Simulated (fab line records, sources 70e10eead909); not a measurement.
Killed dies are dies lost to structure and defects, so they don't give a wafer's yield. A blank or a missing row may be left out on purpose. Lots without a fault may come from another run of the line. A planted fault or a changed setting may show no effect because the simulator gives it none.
Which tool did it? | flow nand_harc | 10 lots, 30 wafers sampled, at 5 steps of a route of 1159

WHAT THE GAUGES READ, wafer by wafer
NHARC_A_M1_THK_MEAS_24: measures by xrf. Usual: thk_nm 154.5 nm, standard deviation 1.8.
lot  | measured     | on            | thk_nm (nm)       | flag
L345 | day 17 18:23 | film_metro-02 | 152.9 155.6 153.6 |
L344 | day 17 21:31 | film_metro-02 | 154.3 156.2 157.2 |
L347 | day 18 03:33 | film_metro-01 | 153.0 150.9 154.3 |
L346 | day 18 05:25 | film_metro-02 | 155.2 154.2 153.3 |
L349 | day 18 18:15 | film_metro-01 | 157.0 154.7 152.8 |
L354 | day 20 05:05 | film_metro-02 | 153.6 158.0 153.7 |
L357 | day 21 02:48 | film_metro-01 | 155.9 154.2 155.7 |
L366 | day 23 11:11 | film_metro-01 | 153.2 153.8 158.2 |
L365 | day 23 20:37 | film_metro-01 | 152.4 152.6 153.2 |
L367 | day 24 06:25 | film_metro-02 | 155.0 154.0 153.6 |

NHARC_A_BONDPAD_OVL_MEAS_35. Usual: overlay_x_nm -1 nm, standard deviation 4.2; overlay_y_nm 0 nm, standard deviation 5.3.
lot  | measured     | on         | overlay_x_nm (nm) | overlay_y_nm (nm) | flag
L345 | day 17 20:32 | overlay-02 | 1 1 1             | 7 6 7             |
L344 | day 17 23:41 | overlay-01 | 6 6 6             | 2 2 2             |
L347 | day 18 05:45 | overlay-02 | -4 -4 -4          | -2 -2 -2          |
L346 | day 18 07:35 | overlay-01 | 2 2 2             | -6 -5 -6          |
L349 | day 18 20:31 | overlay-02 | -7 -6 -5          | 2 2 2             |
L354 | day 20 07:14 | overlay-01 | -4 -4 -4          | 0 0 0             |
L357 | day 21 04:59 | overlay-02 | -3 -4 -3          | 0 0 0             |
L366 | day 23 13:47 | overlay-02 | -6 -5 -5          | -4 -5 -5          |
L365 | day 23 22:40 | overlay-02 | -1 -1 -1          | 11 10 10          |
L367 | day 24 08:56 | overlay-01 | -9 -9 -9          | -1 0 -1           |

NHARC_END_SORT_01. Usual: defect_limited_yield 95.7 %, standard deviation 1.6; killed_at_array 25, standard deviation 9.7; killed_at_other 0.7, standard deviation 0.87; killed_at_periphery 3.3, standard deviation 2.3; killed_dies 29, standard deviation 11; killed_open 3.6, standard deviation 2.1; killed_short 2.3, standard deviation 1.7; sort_bin_2_pct 1.4 %, standard deviation 0.62; sort_bin_3_pct 0.25 %, standard deviation 0.21; sort_bin_4_pct 2.7 %, standard deviation 1; sort_n_pass 648, standard deviation 11; sort_rim_yield_pct 94 %, standard deviation 3.2; sort_yield_pct 95.7 %, standard deviation 1.6.
lot  | measured     | on        | defect_limited_yield (%) | killed_at_array | killed_at_other | killed_at_periphery | killed_dies | killed_open | killed_short | sort_bin_2_pct (%) | sort_bin_3_pct (%) | sort_bin_4_pct (%) | sort_n_pass | sort_rim_yield_pct (%) | sort_yield_pct (%) | flag
L345 | day 19 11:02 | prober-02 | 95.1 95.3 95.1           | 29 25 28        | 1 2 1           | 3 5 4               | 33 32 33    | 3 5 3       | 2 4 5        | 1.8 1.6 1.2        | 0.15 0.15 0.15     | 3.0 3.0 3.5        | 644 645 644 | 98 94 92               | 95.1 95.3 95.1     |
L344 | day 19 17:58 | prober-01 | 95.9 97.6 96.5           | 27 16 19        | 0 0 2           | 1 0 3               | 28 16 24    | 6 5 3       | 2 2 2        | 1.0 1.0 1.3        | 0.59 0.15 0.30     | 2.5 1.2 1.9        | 649 661 653 | 94 98 98               | 95.9 97.6 96.5     |
L347 | day 19 11:49 | prober-01 | 98.7 98.1 97.6           | 7 11 13         | 1 1 1           | 1 1 2               | 9 13 16     | 2 5 3       | 0 0 2        | 0.6 0 0.4          | 0.15 0.15 0.44     | 0.6 1.8 1.5        | 668 664 661 | 100 97 99              | 98.7 98.1 97.6     |
L346 | day 19 21:23 | prober-02 | 96.2 95.9 97.6           | 22 23 12        | 0 1 0           | 4 4 4               | 26 28 16    | 1 3 1       | 1 3 2        | 1.3 1.3 0.9        | 0 0.59 0.30        | 2.5 2.2 1.2        | 651 649 661 | 92 92 94               | 96.2 95.9 97.6     |
L349 | day 20 07:16 | prober-02 | 98.7 97.9 98.5           | 6 12 6          | 0 0 0           | 3 2 4               | 9 14 10     | 1 4 2       | 1 2 1        | 0.3 0 0.6          | 0 0 0              | 1.0 2.1 0.9        | 668 663 667 | 98 97 100              | 98.7 97.9 98.5     |
L354 | day 21 16:22 | prober-02 | 94.7 93.6 92.9           | 30 30 36        | 1 1 2           | 5 12 10             | 36 43 48    | 1 5 3       | 4 3 2        | 1.3 2.2 1.9        | 0.59 0.30 0.30     | 3.4 3.8 4.9        | 641 634 629 | 89 89 89               | 94.7 93.6 92.9     |
L357 | day 22 10:25 | prober-02 | 93.8 94.7 95.6           | 38 32 25        | 0 1 0           | 4 3 5               | 42 36 30    | 6 6 4       | 4 2 2        | 2.4 2.1 1.8        | 0.59 0.30 0.30     | 3.2 3.0 2.4        | 635 641 647 | 94 94 93               | 93.8 94.7 95.6     |
L366 | day 25 06:34 | prober-01 | 96.8 95.7 97.6           | 17 27 13        | 2 0 0           | 3 2 3               | 22 29 16    | 5 3 0       | 4 2 5        | 1.3 1.0 0.6        | 0.30 0.59 0        | 1.6 2.7 1.8        | 655 648 661 | 95 93 98               | 96.8 95.7 97.6     |
L365 | day 25 07:23 | prober-02 | 94.2 93.8 92.9           | 39 41 44        | 0 1 1           | 0 0 3               | 39 42 48    | 4 3 6       | 1 3 0        | 1.5 2.5 2.4        | 0.44 0.30 0.44     | 3.8 3.4 4.3        | 638 635 629 | 91 85 87               | 94.2 93.8 92.9     |
L367 | day 25 15:08 | prober-01 | 94.4 92.5 93.9           | 34 45 36        | 1 0 1           | 3 6 4               | 38 51 41    | 1 2 3       | 4 2 3        | 1.8 2.8 1.9        | 0.15 0.74 0.30     | 3.7 4.0 3.8        | 639 626 636 | 92 91 92               | 94.4 92.5 93.9     |

WHICH TOOL RAN EACH LOT (tool, then ch and the chambers of the sampled wafers, then the start)
lot  | NHARC_A_BONDPAD_STRIP_15           | NHARC_A_BONDPAD_PVD_27
L345 | rie_diel-13 ch 0,2, day 17 21:07   | pvd_sputter-01, day 19 11:02 or earlier
L344 | rie_diel-13 ch 0,1,2, day 18 00:16 | pvd_sputter-03, day 19 17:58 or earlier
L347 | rie_diel-13 ch 1,3, day 18 06:17   | pvd_sputter-03, day 19 11:49 or earlier
L346 | rie_diel-10 ch 0,3, day 18 08:06   | pvd_sputter-03, day 19 21:23 or earlier
L349 | rie_diel-10 ch 0,1,2, day 18 21:04 | pvd_sputter-03, day 20 07:16 or earlier
L354 | rie_diel-13 ch 0,2,3, day 20 07:49 | pvd_sputter-03, day 21 16:22 or earlier
L357 | rie_diel-13 ch 1,2,3, day 21 05:32 | pvd_sputter-01, day 22 10:25 or earlier
L366 | rie_diel-10 ch 0,1,2, day 23 14:20 | pvd_sputter-01, day 25 06:34 or earlier
L365 | rie_diel-10 ch 1,2,3, day 23 23:12 | pvd_sputter-01, day 25 07:23 or earlier
L367 | rie_diel-09 ch 1,2, day 24 09:28   | pvd_sputter-01, day 25 15:08 or earlier
- NHARC_A_BONDPAD_STRIP_15: strips in O2.
- NHARC_A_BONDPAD_PVD_27: deposits Cu, target thk 30 nm, time 20.49 s.

WHAT THE TOOLS THEMSELVES READ (means of the sampled wafers that have a number; where no wafer has one, the mark that the record gives instead)
NHARC_A_BONDPAD_STRIP_15. Usual: chamber_pressure_mTorr 60.00 mTorr, standard deviation 0.056; drypump_motor_current_A 5.8 A, standard deviation 0.33; oes_product_au 1.005 a.u., standard deviation 0.011; rf_vpp_V 58.0 V, standard deviation 0.85; showerhead_plenum_p_Torr 3.62 Torr, standard deviation 0.1; throttle_valve_pct 17.035 %, standard deviation 0.0087.
lot  | tool        | chamber_pressure_mTorr (mTorr) | drypump_motor_current_A (A) | oes_product_au (a.u.) | rf_vpp_V (V) | showerhead_plenum_p_Torr (Torr) | throttle_valve_pct (%) | flag
L345 | rie_diel-13 | 59.98                          | 5.6                         | 1.011                 | 58.0         | 3.57                            | 17.037                 |
L344 | rie_diel-13 | 60.05                          | 5.8                         | 1.004                 | 58.2         | 3.60                            | 17.031                 |
L347 | rie_diel-13 | 60.00                          | 5.8                         | 1.013                 | 59.0         | 3.72                            | 17.032                 |
L346 | rie_diel-10 | 59.98                          | 5.6                         | 0.996                 | 58.9         | 3.61                            | 17.033                 |
L349 | rie_diel-10 | 59.95                          | 6.1                         | 1.008                 | 57.3         | 3.58                            | 17.032                 |
L354 | rie_diel-13 | 60.02                          | 5.6                         | 1.003                 | 58.5         | 3.63                            | 17.036                 |
L357 | rie_diel-13 | 54.44                          | 5.8                         | 1.009                 | 58.5         | 3.67                            | 17.040                 | OFF
L366 | rie_diel-10 | 59.99                          | 6.1                         | 1.000                 | 57.8         | 3.57                            | 17.032                 |
L365 | rie_diel-10 | 60.02                          | 6.0                         | 0.996                 | 57.1         | 3.51                            | 17.038                 |
L367 | rie_diel-09 | 59.99                          | 5.3                         | 1.002                 | 58.4         | 3.60                            | 17.038                 |

NHARC_A_BONDPAD_PVD_27. Usual: throttle_valve_pct 30.2 %, standard deviation 0.97.
lot  | tool           | throttle_valve_pct (%) | flag
L345 | pvd_sputter-01 | 30.2                   |
L344 | pvd_sputter-03 | 31.0                   |
L347 | pvd_sputter-03 | 30.6                   |
L346 | pvd_sputter-03 | 30.7                   |
L349 | pvd_sputter-03 | 31.6                   |
L354 | pvd_sputter-03 | 31.6                   |
L357 | pvd_sputter-01 | 30.1                   |
L366 | pvd_sputter-01 | 30.2                   |
L365 | pvd_sputter-01 | 30.3                   |
L367 | pvd_sputter-01 | 30.2                   |

THE ANSWER, worked out from the rows above alone
Rule: a lot is off if the mean of its wafers that have a number lies more than 3 standard deviations from the usual mean. A lot without any number at a reading at which 4 lots or more have one is off too. The other lots that the step has rows for count as sound. The gauges are gone through in route order, then the tools' own readings, and for those a lot's mean is taken as printed above. The first step at which some lot is off is used, and at that step the reading that is off furthest; a lot without a number counts as furthest.
Off: L357, at NHARC_A_BONDPAD_STRIP_15 (chamber_pressure_mTorr).
A tool fits if, at that step or a process step before it, it ran every lot that is off, and no sound lot after the first of them. One fits: rie_diel-13 at NHARC_A_BONDPAD_STRIP_15. Its last sound lot is L354 (day 20 07:49), its first lot that is off L357 (day 21 05:32): a fault that began between those two fits.
The tool's own readings at NHARC_A_BONDPAD_STRIP_15 bear it out: on the lots that are off they differ by more than 5 times the standard deviation of the sound lots' means. chamber_pressure_mTorr reads 54.44 mTorr there against 60.00 mTorr on the sound lots.

WHAT THE SIMULATOR HAD PUT IN
Process parameter drift: rie_diel-13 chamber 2, from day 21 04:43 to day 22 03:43, at NHARC_A_BONDPAD_STRIP_15. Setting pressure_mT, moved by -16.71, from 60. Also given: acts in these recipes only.
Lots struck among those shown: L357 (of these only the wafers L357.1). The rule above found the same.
